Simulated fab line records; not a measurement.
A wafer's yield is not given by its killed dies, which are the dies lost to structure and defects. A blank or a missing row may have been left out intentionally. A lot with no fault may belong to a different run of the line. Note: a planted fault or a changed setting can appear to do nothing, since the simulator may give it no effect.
Which tool was responsible?	flow n5-finfet	12 lots, 36 wafers sampled, at 5 steps of a route of 1938

== WHAT THE GAUGES READ, wafer by wafer ==
N5_BEOL_M0_SAQP_CD_MEAS_14 targets a cd of 42.5 nm.
lot	measured	on	cd-nm (nm)
L075	day 6 00:44	cd-sem-02	41.8 42.3 42.3
L077	day 6 07:47	cd-sem-03	43.0 43.5 42.9
L079	day 6 15:48	cd-sem-03	42.6 42.1 42.4
L081	day 7 04:48	cd-sem-03	42.5 42.9 43.0
L083	day 7 16:27	cd-sem-02	42.1 42.1 42.2
L085	day 8 09:38	cd-sem-02	42.4 42.9 43.0
L087	day 8 16:38	cd-sem-03	42.4 43.0 42.0
L089	day 9 09:45	cd-sem-02	42.5 42.8 42.8
L091	day 9 16:41	cd-sem-01	41.7 41.6 42.6
L093	day 10 05:37	cd-sem-02	42.9 42.9 42.2
L095	day 10 19:47	cd-sem-03	42.6 42.1 42.5
L097	day 11 08:01	cd-sem-03	42.2 42.3 42.2

== WHICH TOOL RAN EACH LOT (tool, then ch and the chambers of the sampled wafers, then the start) ==
lot	N5_BEOL_M0_SAQP_PECVD_00	N5_BEOL_M0_SAQP_ILD_DEP_01	N5_BEOL_M0_SAQP_PECVD_03	N5_BEOL_M0_SAQP_HM_DEP_111
L075	pecvd-02 ch 0,1,2, day 5 22:45	pecvd-02 ch 0,1,2, day 5 22:46	pecvd-02 ch 0,1,2, day 6 00:03	pecvd-01 ch 0,2, day 6 00:18
L077	pecvd-04 ch 1,2, day 6 05:10	pecvd-04 ch 1,2, day 6 05:12	pecvd-04 ch 0,1, day 6 07:05	pecvd-02 ch 0,2, day 6 07:20
L079	pecvd-02 ch 1,2, day 6 14:04	pecvd-02 ch 1,2, day 6 14:06	pecvd-04 ch 0,1,2, day 6 15:07	pecvd-02 ch 0,1, day 6 15:22
L081	pecvd-04 ch 0,1,2, day 7 03:25	pecvd-04 ch 0,1,2, day 7 03:26	pecvd-04 ch 0,1,2, day 7 04:05	pecvd-01 ch 1,2, day 7 04:20
L083	pecvd-04 ch 0,1,2, day 7 13:32	pecvd-04 ch 0,1,2, day 7 13:34	pecvd-01 ch 0,2, day 7 15:53	pecvd-02 ch 0,1, day 7 16:08
L085	pecvd-04 ch 0,2, day 8 07:32	pecvd-04 ch 0,2, day 8 07:33	pecvd-01 ch 0,1,2, day 8 08:56	pecvd-02 ch 0,1,2, day 8 09:11
L087	pecvd-02 ch 0,1, day 8 15:01	pecvd-02 ch 0,1, day 8 15:02	pecvd-04 ch 1,2, day 8 16:04	pecvd-02 ch 0,1,2, day 8 16:19
L089	pecvd-04 ch 1,2, day 9 08:50	pecvd-04 ch 1,2, day 9 08:53	pecvd-01 ch 0,1, day 9 09:03	pecvd-01 ch 0,1,2, day 9 09:18
L091	pecvd-01 ch 1, day 9 15:31	pecvd-01 ch 1, day 9 15:34	pecvd-01 ch 0,1, day 9 15:54	pecvd-02 ch 0,1,2, day 9 16:14
L093	pecvd-02 ch 0,1,2, day 10 04:37	pecvd-02 ch 0,1,2, day 10 04:38	pecvd-01 ch 0,1, day 10 04:50	pecvd-02 ch 0,2, day 10 05:10
L095	pecvd-04 ch 0,1,2, day 10 18:50	pecvd-04 ch 0,1,2, day 10 18:52	pecvd-04 ch 0,2, day 10 19:13	pecvd-02 ch 0,1, day 10 19:28
L097	pecvd-04 ch 0,1,2, day 11 05:38	pecvd-04 ch 0,1,2, day 11 05:40	pecvd-04 ch 0,2, day 11 07:19	pecvd-04 ch 0,1, day 11 07:34
- N5_BEOL_M0_SAQP_PECVD_00: deposits SiCN from 3MS/NH3, target thk 8 nm, time 14 s.
- N5_BEOL_M0_SAQP_ILD_DEP_01: deposits SiOC from DEMS/O2, target thk 45.419 nm, time 8.7 s.
- N5_BEOL_M0_SAQP_PECVD_03: deposits SiCN from 3MS/NH3, target thk 12 nm, time 21.1 s.
- N5_BEOL_M0_SAQP_HM_DEP_111: deposits SiO2 from SiH4/N2O, target thk 12 nm, time 7.2 s.

== THE ANSWER, worked out from the rows above alone ==
Rule: the usual values come from the lots themselves. Put in order of their means at a reading, lots are off if they are a third of the lots or fewer, leave a main group of 4 or more, and stand apart from it by a gap of 3 or more times the standard deviation of the main group's means; of several such gaps the widest counts. If all means in a main group match to the digits the tables above print for the reading, that group is not used. A lot without any number at a reading at which 4 lots or more have one is off too. The other lots that the step has rows for count as sound.
Across all readings shown, no lot is off: no conclusion can be drawn from this.

== WHAT WAS PUT IN BY THE SIMULATOR ==
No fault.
